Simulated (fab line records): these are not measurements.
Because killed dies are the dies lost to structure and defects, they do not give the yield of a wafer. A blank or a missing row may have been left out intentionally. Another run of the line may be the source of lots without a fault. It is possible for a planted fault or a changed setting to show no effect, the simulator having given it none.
fab line records	flow n5_finfet
record lots=6	wafers=18	last_day=16
route steps=1938 shown BEOL_M0_CUTY@701 BEOL_M0@715 BEOL_M4@1111
lots untouched by any fault: they come from a run of this same line in which no faults occurred
start_h: hours from the record's first day to the start of the lot's first wafer shown	wait_h: hours since the lot's step before	" the same as in the row above	L1.1+2: a single row standing in for several wafers	- no value, or no start was given	* or withheld: withheld	< > ~ a bound
route shown NAME@n: a module of which the file shows steps, and the number in the route of the first	usual: mean/standard deviation of fault-free wafers	same: alike in all rows	chamber/n: place in a boat	sites: per-site readings	_std_site: standard deviation across them	_edge_site: outer sites' mean less inner sites'	radius_mm: for every site, how far away it sits from the centre of the wafer	mask NAME#n: copy n	behind: the most recent tool/chamber to have shaped the wafer	hold: why the lot went on hold/how many hours it stayed there/how the hold came to an end	device: names the non-switching transistor (n, p or np)	end of line: the route-end tests of the same wafers	where a step has no rows: the recipe by itself	killed: not the wafer's yield, but the dies lost to structure and defects at the first sort	map: shows each die of a wafer: x if killed, . if not, _ if none is there
set.NAME: the run value of the setting; set.NAME@STEP: its run value at that earlier step	model.NAME: the simulator's own value behind a step, which no gauge read
a table for each step, a row for each wafer; lots at some steps of the route
services: from which hour (start_h, from the record's first day; less than 0 if before it) a tool's chamber was out of use, for how many hours, and why
## steps
# step N5_BEOL_M0_CUTY_COAT_50
# recipe resist=SiARC	temp_c=220	time_s=60	spin_rpm=1500	resist_thk_nm=15
# step N5_BEOL_M0_CUTY_COAT_51
# recipe resist=CAR-ArF-block	spin_rpm=1500	resist_thk_nm=150
# step N5_BEOL_M0_CUTY_EBR_52
# recipe solvent=PGMEA	ebr_width_mm=1.5
# step N5_BEOL_M0_CUTY_SOFTBAKE_53
# recipe temp_c=110	time_s=60	resist=CAR-ArF-block
# step N5_BEOL_M0_CUTY_EXPOSE_54
# recipe mask_id=M0_ABLK	na=1.35	source_shape=conventional	sigma_outer=0.8	polarization=unpolarized	dose_mj=36
# step N5_BEOL_M0_CUTY_PEB_55
# recipe peb_temp_c=110	peb_time_s=60	resist=CAR-ArF-block
# step N5_BEOL_M0_CUTY_DEVELOP_56
# recipe develop_time_s=30	developer=TMAH	resist=CAR-ArF-block	rinse_liquid=diw	dry=air_spin	dev_temp_c=23
# step N5_BEOL_M0_CUTY_CD_MEAS_57
# recipe target_cd_nm=200	landing_energy_ev=500	detector=se_inlens	polarity=line
# usual cd_nm=200.2/0.82
lot.wafer	tool	chamber	start_h	wait_h	cd_nm
L404.1	cd_sem-03	0	110.78	-	199.8
L404.2	"	0	"	"	201.9
L404.6	"	0	"	"	201.2
L413.1	cd_sem-01	0	167.43	-	199.0
L413.4	"	0	"	"	198.3
L413.5	"	0	"	"	198.8
L415.2	cd_sem-01	0	184.09	-	200.2
L415.3	"	0	"	"	199.2
L415.6	"	0	"	"	199.7
L416.1	cd_sem-02	0	190.43	-	200.7
L416.2	"	0	"	"	201.2
L416.3	"	0	"	"	200.7
L417.1	cd_sem-01	0	196.62	-	200.0
L417.2	"	0	"	"	201.0
L417.5	"	0	"	"	200.8
L426.3	cd_sem-01	0	246.03	-	199.0
L426.4	"	0	"	"	199.9
L426.5	"	0	"	"	199.5
# step N5_BEOL_M0_CUTY_OVL_MEAS_58
# recipe points_per_wafer=44
# usual M0_ABLK_OVL=-0.3/0.78
lot.wafer	tool	chamber	start_h	wait_h	M0_ABLK_OVL[nm]
L404.1	overlay-01	0	110.81	0.0	-1.1
L404.2	"	0	"	"	-0.2
L404.6	"	0	"	"	-0.7
L413.1	overlay-02	0	167.46	0.0	-0.3
L413.4	"	0	"	"	-0.9
L413.5	"	0	"	"	-0.5
L415.2	overlay-01	0	184.12	0.0	0.2
L415.3	"	0	"	"	0.8
L415.6	"	0	"	"	0.1
L416.1	overlay-01	0	190.46	0.0	-0.5
L416.2	"	0	"	"	-1.8
L416.3	"	0	"	"	-1.0
L417.1	overlay-02	0	196.65	0.0	0.4
L417.2	"	0	"	"	1.4
L417.5	"	0	"	"	2.2
L426.3	overlay-01	0	246.06	0.0	2.7
L426.4	"	0	"	"	-0.1
L426.5	"	0	"	"	0.9
# step N5_BEOL_M0_CUTY_INSPECT_59
# recipe mode=adi	inspect_instrument=macro
# usual raw_defect_count=1.9/1.3
lot.wafer	tool	chamber	start_h	wait_h	raw_defect_count
L404.1	defect_inspect-01	-	110.83	0.0	5
L404.2	"	-	"	"	2
L404.6	"	-	"	"	2
L413.1	defect_inspect-01	-	167.48	0.0	1
L413.4	"	-	"	"	1
L413.5	"	-	"	"	2
L415.2	defect_inspect-02	-	184.14	0.0	2
L415.3	"	-	"	"	3
L415.6	"	-	"	"	0
L416.1	defect_inspect-02	-	190.48	0.0	1
L416.2	"	-	"	"	3
L416.3	"	-	"	"	0
L417.1	defect_inspect-02	-	196.68	0.0	1
L417.2	"	-	"	"	2
L417.5	"	-	"	"	2
L426.3	defect_inspect-01	-	246.09	0.0	1
L426.4	"	-	"	"	2
L426.5	"	-	"	"	2
# step N5_BEOL_M0_CUTY_DESCUM_61
# recipe chemistry=O2	time_s=7.9	source_power_w=50	bias_power_w=20	pressure_mtorr=20	rf_frequency_hz=2.712e+07	temp_c=40	resist=CAR-ArF-block	o2_flow_sccm=225
# usual drypump_motor_current_A=6.0/0.5	oes_product_au=0.76/0.076	rf_vpp_V=243.2/1.3	showerhead_plenum_p_Torr=2.09/0.068	throttle_valve_pct=20.39/0.24
lot.wafer	tool	chamber	start_h	wait_h	drypump_motor_current_A	oes_product_au	rf_hours_counter_h	rf_vpp_V	showerhead_plenum_p_Torr	throttle_valve_pct
L404.1	rie_diel-04	0	112.40	1.6	6.6	0.72	200	241.3	1.99	20.22
L404.2	"	2	"	"	5.7	0.69	223	243.8	2.15	20.16
L404.6	"	3	"	"	5.7	0.74	-	244.8	2.18	20.12
L413.1	rie_diel-04	0	167.52	0.0	6.6	0.70	223	240.7	1.98	20.25
L413.4	"	0	"	"	6.6	0.71	-	241.2	1.98	20.25
L413.5	"	3	"	"	5.7	0.73	-	243.1	2.17	20.15
L415.2	rie_diel-04	0	184.18	0.0	6.6	0.69	230	241.0	1.98	20.25
L415.3	"	1	"	"	5.7	0.78	131	244.1	2.09	20.64
L415.6	"	1	"	"	5.7	0.77	-	242.7	2.09	20.65
L416.1	rie_diel-04	0	191.30	0.8	6.6	0.70	235	240.3	1.98	20.28
L416.2	"	1	"	"	5.7	0.77	135	242.2	2.09	20.65
L416.3	"	3	"	"	5.7	0.72	197	244.9	2.16	20.16
L417.1	rie_diel-04	3	197.32	0.6	5.7	0.71	200	245.7	2.16	20.18
L417.2	"	1	"	"	5.7	0.77	138	242.9	2.09	20.65
L417.5	"	3	"	"	5.6	0.71	-	242.1	2.16	20.19
L426.3	rie_diel-01	0	246.16	0.1	5.5	0.84	75	242.8	2.11	20.71
L426.4	"	3	"	"	5.1	0.70	-	240.1	1.98	20.50
L426.5	"	1	"	"	6.6	0.82	-	244.8	2.13	20.83
# step N5_BEOL_M0_CUTY_ETCH_62
# recipe chemistry=CF4	target=SiARC	mask_material=CAR-ArF-block	time_s=58.5	ion_energy_ev=80	pressure_mtorr=40	source_w=545	bias_w=36	Ar_flow_sccm=100	cf4_flow_sccm=100	ends=cleared
# usual drypump_motor_current_A=5.9/0.5	etch_rf_on_time_s=58.7/0.73	oes_product_au=0.65/0.066	rf_vpp_V=184.1/1.2	showerhead_plenum_p_Torr=2.14/0.068	throttle_valve_pct=15.60/0.22
lot.wafer	tool	chamber	start_h	wait_h	drypump_motor_current_A	etch_rf_on_time_s	oes_product_au	rf_hours_counter_h	rf_vpp_V	showerhead_plenum_p_Torr	throttle_valve_pct
L404.1	rie_diel-04	0	112.44	0.0	6.6	58.9	0.61	200	183.0	2.04	15.46
L404.2	"	2	"	"	5.7	58.4	0.59	223	183.2	2.21	15.48
L404.6	"	3	"	"	5.7	58.7	0.63	-	184.4	2.22	15.38
L413.1	rie_diel-04	0	167.55	0.0	6.6	59.3	0.59	223	181.8	2.03	15.48
L413.4	"	0	"	"	6.6	59.5	0.60	-	182.4	2.03	15.49
L413.5	"	3	"	"	5.6	59.1	0.62	-	184.6	2.21	15.40
L415.2	rie_diel-04	0	184.21	0.0	6.6	58.9	0.60	230	182.8	2.03	15.50
L415.3	"	1	"	"	5.7	57.5	0.67	131	183.9	2.14	15.83
L415.6	"	1	"	"	5.7	57.4	0.67	-	184.9	2.14	15.83
L416.1	rie_diel-04	0	191.33	0.0	6.6	60.0	0.58	235	184.6	2.03	15.51
L416.2	"	1	"	"	5.7	57.7	0.67	135	183.5	2.14	15.85
L416.3	"	3	"	"	5.6	59.2	0.61	197	184.2	2.21	15.44
L417.1	rie_diel-04	3	197.35	0.0	5.6	58.5	0.61	200	185.5	2.21	15.43
L417.2	"	1	"	"	5.7	57.4	0.66	138	183.9	2.14	15.86
L417.5	"	3	"	"	5.6	58.9	0.62	-	185.6	2.21	15.44
L426.3	rie_diel-01	0	246.20	0.0	5.5	59.3	0.72	75	184.3	2.17	15.90
L426.4	"	3	"	"	5.1	58.9	0.60	-	183.8	2.03	15.71
L426.5	"	1	"	"	6.6	58.8	0.72	-	184.6	2.17	15.89
# step N5_BEOL_M0_CUTY_ETCH_63
# recipe chemistry=N2/H2	target=SOC	target_depth_a=827	overetch_a=165	mask_material=SiARC	temp_c=40	ion_energy_ev=200	time_s=124	pressure_mtorr=30	source_w=840	bias_w=150	n2_flow_sccm=200	h2_flow_sccm=200
# usual drypump_motor_current_A=6.0/0.51	oes_product_au=0.63/0.061	rf_vpp_V=523.9/2.4	showerhead_plenum_p_Torr=2.54/0.084	throttle_valve_pct=17.78/0.26
lot.wafer	tool	chamber	start_h	wait_h	drypump_motor_current_A	oes_product_au	rf_hours_counter_h	rf_vpp_V	showerhead_plenum_p_Torr	throttle_valve_pct	model.SiO2_of_BEOL_M0_SAQP_SPACER2_ALD_26.thk_nm
L404.1	rie_diel-04	0	112.48	0.0	6.6	0.59	200	520.1	2.42	17.62	7.2
L404.2	"	2	"	"	5.8	0.57	224	525.3	2.62	17.62	7
L404.6	"	3	"	"	5.7	0.61	-	526.6	2.64	17.50	7.2
L413.1	rie_diel-04	0	167.60	0.0	6.6	0.58	223	520.2	2.41	17.65	7.2
L413.4	"	0	"	"	6.6	0.58	-	521.1	2.41	17.64	7
L413.5	"	3	"	"	5.6	0.60	-	527.4	2.63	17.55	7
L415.2	rie_diel-04	0	184.26	0.0	6.7	0.58	230	519.3	2.40	17.67	7.2
L415.3	"	1	"	"	5.7	0.64	131	525.6	2.55	18.11	7
L415.6	"	1	"	"	5.7	0.64	-	524.1	2.55	18.11	7.2
L416.1	rie_diel-04	0	191.38	0.0	6.6	0.57	235	520.9	2.40	17.68	7.2
L416.2	"	1	"	"	5.7	0.56	135	523.6	2.55	18.12	6.2
L416.3	"	3	"	"	5.7	0.59	197	525.4	2.63	17.56	7.2
L417.1	rie_diel-04	3	197.40	0.0	5.7	0.59	200	525.9	2.62	17.56	7.2
L417.2	"	1	"	"	5.7	0.55	138	523.9	2.55	18.12	6
L417.5	"	3	"	"	5.7	0.59	-	526.5	2.62	17.57	7.2
L426.3	rie_diel-01	0	246.24	0.0	5.5	0.71	75	525.0	2.57	18.08	7.2
L426.4	"	3	"	"	5.1	0.59	-	521.0	2.40	17.82	7.2
L426.5	"	1	"	"	6.6	0.69	-	524.4	2.57	18.25	7
# step N5_BEOL_M0_CUTY_STRIP_64
# recipe chemistry=N2/H2	temp_c=40	n2_flow_sccm=200	h2_flow_sccm=200	rf_frequency_hz=6e+07
# step N5_BEOL_M0_ETCH_138
# recipe chemistry=CH3F/O2	target_depth_a=120	target=SiCN	time_s=31.6	ion_energy_ev=120	pressure_mtorr=30	source_w=395	bias_w=75	Ar_flow_sccm=150	CH3F_flow_sccm=30	O2_flow_sccm=20	ends=cleared
# usual drypump_motor_current_A=5.9/0.5	etch_rf_on_time_s=29.4/0.65	oes_product_au=0.65/0.065	rf_vpp_V=297.4/1.5	showerhead_plenum_p_Torr=2.00/0.069	throttle_valve_pct=16.31/0.22
lot.wafer	tool	chamber	start_h	wait_h	drypump_motor_current_A	etch_rf_on_time_s	oes_product_au	rf_hours_counter_h	rf_vpp_V	showerhead_plenum_p_Torr	throttle_valve_pct
L404.1	rie_diel-04	0	112.61	0.0	6.6	28.9	0.62	201	295.2	1.90	16.12
L404.2	"	2	"	"	5.7	29.0	0.60	224	298.3	2.06	16.13
L404.6	"	3	"	"	5.7	29.9	0.63	-	298.5	2.09	16.13
L413.1	rie_diel-04	0	167.72	0.0	6.6	29.4	0.59	223	296.4	1.89	16.16
L413.4	"	0	"	"	6.6	29.9	0.60	-	295.1	1.89	16.14
L413.5	"	3	"	"	5.6	29.8	0.62	-	298.1	2.08	16.16
L415.2	rie_diel-04	0	184.38	0.0	6.6	27.9	0.60	231	296.4	1.89	16.17
L415.3	"	1	"	"	5.7	28.2	0.67	131	296.5	2.00	16.54
L415.6	"	1	"	"	5.7	29.1	0.67	-	297.0	2.00	16.53
L416.1	rie_diel-04	0	191.50	0.0	6.6	29.6	0.60	235	295.9	1.89	16.18
L416.2	"	1	"	"	5.7	29.7	0.65	135	298.7	2.00	16.55
L416.3	"	3	"	"	5.7	28.7	0.62	197	298.3	2.08	16.19
L417.1	rie_diel-04	3	197.52	0.0	5.7	29.9	0.62	200	299.5	2.08	16.20
L417.2	"	1	"	"	5.7	29.2	0.67	138	298.1	2.00	16.54
L417.5	"	3	"	"	5.7	30.7	0.61	-	297.4	2.08	16.20
L426.3	rie_diel-01	0	246.37	0.0	5.4	29.9	0.73	75	298.0	2.03	16.62
L426.4	"	3	"	"	5.1	30.0	0.61	-	295.3	1.90	16.45
L426.5	"	1	"	"	6.6	29.9	0.71	-	300.1	2.03	16.62
# step N5_BEOL_M0_HM_OPEN_105
# recipe chemistry=Cl2/BCl3	target_depth_a=120	target=TiN	ion_energy_ev=150	pressure_mtorr=10	icp_w=1000	bias_w=126	Cl2_flow_sccm=53.25	bcl3_flow_sccm=21.75	Ar_flow_sccm=25
# usual drypump_motor_current_A=5.5/0.35	oes_product_au=0.79/0.07	throttle_valve_pct=22.0/0.38
lot.wafer	tool	chamber	start_h	wait_h	drypump_motor_current_A	oes_product_au	rf_hours_counter_h	throttle_valve_pct	model.SiO2_of_BEOL_M0_SAQP_SPACER2_ALD_26.thk_nm
L404.1	rie_metal-02	1	113.16	0.5	5.3	0.88	14	21.8	2.8
L404.2	"	0	"	"	5.5	0.78	35	21.4	2.6
L404.6	"	1	"	"	5.3	0.88	-	21.8	2.8
L413.1	rie_metal-02	1	168.42	0.7	5.3	0.84	19	21.8	2.8
L413.4	"	0	"	"	5.5	0.76	-	21.4	2.6
L413.5	"	0	"	"	5.5	0.76	-	21.4	2.6
L415.2	rie_metal-03	0	184.64	0.2	4.9	0.66	92	22.5	3
L415.3	"	0	"	"	4.9	0.65	-	22.6	2.8
L415.6	"	1	"	"	5.6	0.89	-	22.1	2.8
L416.1	rie_metal-02	1	195.57	4.0	5.3	0.85	22	21.8	2.8
L416.2	"	0	"	"	5.5	0.75	43	21.4	2
L416.3	"	1	"	"	5.3	0.85	-	21.8	2.6
L417.1	rie_metal-02	0	197.65	0.1	5.5	0.75	43	21.4	2.6
L417.2	"	1	"	"	5.3	0.85	22	21.8	1.8
L417.5	"	1	"	"	5.3	0.84	-	21.8	2.6
L426.3	rie_metal-02	1	247.17	0.8	5.2	0.83	-	21.8	2.8
L426.4	"	0	"	"	5.5	0.75	-	21.4	2.6
L426.5	"	0	"	"	5.5	0.74	-	21.4	2.6
# step N5_BEOL_M0_STRIP_140
# recipe chemistry=CF4	resist=SiARC	power_w=300	bias_power_w=75	pressure_mtorr=50	cf4_flow_sccm=150	rf_frequency_hz=6e+07
# usual drypump_motor_current_A=6.0/0.5	oes_product_au=0.77/0.075	power_w=300.0/1	rf_vpp_V=271.3/1.6	showerhead_plenum_p_Torr=1.80/0.053	throttle_valve_pct=13.58/0.19
lot.wafer	tool	chamber	start_h	wait_h	drypump_motor_current_A	oes_product_au	power_w	rf_hours_counter_h	rf_vpp_V	showerhead_plenum_p_Torr	throttle_valve_pct
L404.1	rie_diel-04	0	113.41	0.2	6.6	0.71	298.4	201	269.1	1.72	13.49
L404.2	"	1	"	"	5.7	0.79	300.9	103	269.5	1.81	13.76
L404.6	"	1	"	"	5.7	0.79	300.5	-	271.7	1.81	13.78
L413.1	rie_diel-04	3	168.63	0.2	5.7	0.72	299.8	185	270.9	1.84	13.40
L413.4	"	0	"	"	6.6	0.70	300.4	-	270.3	1.71	13.53
L413.5	"	3	"	"	5.7	0.73	298.6	-	273.5	1.84	13.38
L415.2	rie_diel-04	0	184.95	0.3	6.6	0.69	299.8	231	269.0	1.71	13.56
L415.3	"	3	"	"	5.7	0.72	297.7	194	272.5	1.84	13.39
L415.6	"	1	"	"	5.7	0.77	298.3	-	272.0	1.80	13.80
L416.1	rie_diel-04	0	195.87	0.3	6.6	0.70	301.2	238	268.9	1.71	13.57
L416.2	"	2	"	"	5.7	0.93	300.1	1	272.0	1.84	13.04
L416.3	"	3	"	"	5.7	0.71	299.3	199	271.7	1.84	13.43
L417.1	rie_diel-04	0	198.01	0.3	6.6	0.68	300.2	239	269.2	1.71	13.56
L417.2	"	3	"	"	5.7	0.71	299.9	201	270.5	1.84	13.42
L417.5	"	3	"	"	5.6	0.70	299.3	-	271.1	1.84	13.42
L426.3	rie_diel-01	2	247.30	0.1	6.6	0.69	298.7	218	270.4	1.78	13.72
L426.4	"	3	"	"	5.1	0.70	300.3	239	270.6	1.70	13.70
L426.5	"	3	"	"	5.1	0.70	299.5	-	268.9	1.70	13.72
# step N5_BEOL_M4_RC_MEAS_101
# usual DIBL_N=36.3/1.2	DIBL_P=36.1/1.6	IOFF_N=0.161/0.023	IOFF_P=0.209/0.027	ION_N=676/8.9	ION_P=462/5.3	SS_N=71.5/0.51	SS_P=73.2/0.5	VT_N=249.1/2.5	VT_P=-249.9/2.8
lot.wafer	tool	chamber	start_h	wait_h	DIBL_N[mV/V]	DIBL_P[mV/V]	IOFF_N[nA/um]	IOFF_P[nA/um]	ION_N[uA/um]	ION_P[uA/um]	SS_N[mV/dec]	SS_P[mV/dec]	VT_N[mV]	VT_P[mV]
L404.1	prober-02	0	156.02	0.0	34.5	33.8	0.116	0.162	665	458	71.2	72.8	252.8	-255.1
L404.2	"	0	"	"	35.6	35.4	0.142	0.182	680	462	70.8	73.0	247.7	-252.4
L404.6	"	0	"	"	34.6	34.3	0.120	0.172	656	454	71.3	72.7	252.5	-253.0
L413.1	prober-01	0	212.66	0.2	36.5	38.4	0.194	0.227	691	464	72.0	72.8	245.6	-249.9
L413.4	"	0	"	"	33.4	34.0	0.133	0.171	668	466	72.0	72.4	247.6	-250.9
L413.5	"	0	"	"	34.6	35.8	0.153	0.190	679	459	72.1	72.7	248.4	-249.3
L415.2	prober-02	0	228.30	0.2	35.5	37.0	0.155	0.201	675	460	71.5	73.6	248.6	-251.1
L415.3	"	0	"	"	36.1	37.0	0.159	0.206	684	462	72.2	73.3	250.3	-252.1
L415.6	"	0	"	"	36.9	38.6	0.180	0.229	692	465	71.6	73.5	247.1	-248.3
L417.1	prober-02	0	241.40	0.0	36.4	35.1	0.152	0.194	655	455	72.1	72.9	251.2	-248.7
L417.2	"	0	"	"	35.6	34.5	0.137	0.185	660	454	71.6	72.6	250.5	-252.4
L417.5	"	0	"	"	37.2	36.1	0.157	0.204	668	459	72.2	73.9	253.0	-250.1
L416.1	prober-02	0	246.32	0.0	37.5	36.2	0.169	0.252	674	463	71.9	73.3	247.4	-244.1
L416.2	"	0	"	"	35.9	35.7	0.154	0.234	683	476	71.2	73.4	247.7	-246.4
L416.3	"	0	"	"	34.5	32.5	0.121	0.199	664	466	70.4	72.5	255.4	-246.6
L426.3	prober-01	0	294.60	0.3	35.8	36.9	0.173	0.216	670	459	72.0	73.3	247.9	-248.2
L426.4	"	0	"	"	35.5	36.2	0.162	0.202	680	454	72.5	73.2	247.7	-248.1
L426.5	"	0	"	"	36.3	37.3	0.175	0.229	681	464	71.4	73.6	247.1	-248.9
## services
tool	chamber	start_h	hours	kind
rie_diel-01	-	88.48	28.1	pm
rie_diel-04	-	101.30	0.5	repair
rie_diel-04	1	160.26	9.4	repair
rie_metal-03	-	166.18	2.2	repair
rie_diel-04	2	175.20	-	clean
rie_diel-04	2	175.20	-	consumable_replace:focus_ring
rie_diel-04	2	175.20	17.6	scheduled_down
rie_diel-04	2	175.20	17.6	vent_cycle
rie_diel-01	-	182.64	29.3	repair
rie_diel-04	2	210.03	5.3	repair
rie_diel-04	1	217.31	5.0	repair
rie_diel-01	3	221.31	4.5	repair
rie_diel-04	0	226.04	-	clean
rie_diel-04	0	226.04	-	consumable_replace:focus_ring
rie_diel-04	0	226.04	-	consumable_replace:showerhead
rie_diel-04	0	226.04	31.1	scheduled_down
rie_diel-04	0	226.04	31.1	vent_cycle
rie_diel-01	2	240.16	6.1	repair
## key
first_sign none at tools or gauges
model_effect step=N5_BEOL_M0_CUTY_ETCH_63	value=SiO2_of_BEOL_M0_SAQP_SPACER2_ALD_26.thk_nm	without=7.1	struck=6.1
model_effect step=N5_BEOL_M0_HM_OPEN_105	value=SiO2_of_BEOL_M0_SAQP_SPACER2_ALD_26.thk_nm	without=2.6	struck=1.9
met_at N5_BEOL_M0_CUTY_ETCH_63
struck_wafers L416.2,L417.2
onset_between 184.26 191.38
fault kind=process_parameter_drift	tool=rie_diel-04	chamber=-	onset_h=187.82	steps=N5_BEOL_M0_CUTY_ETCH_63	channel=time_s	offset=*	shape=step	end_h=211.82	scope=struck_wafers_only	acts_in=*	stated=*
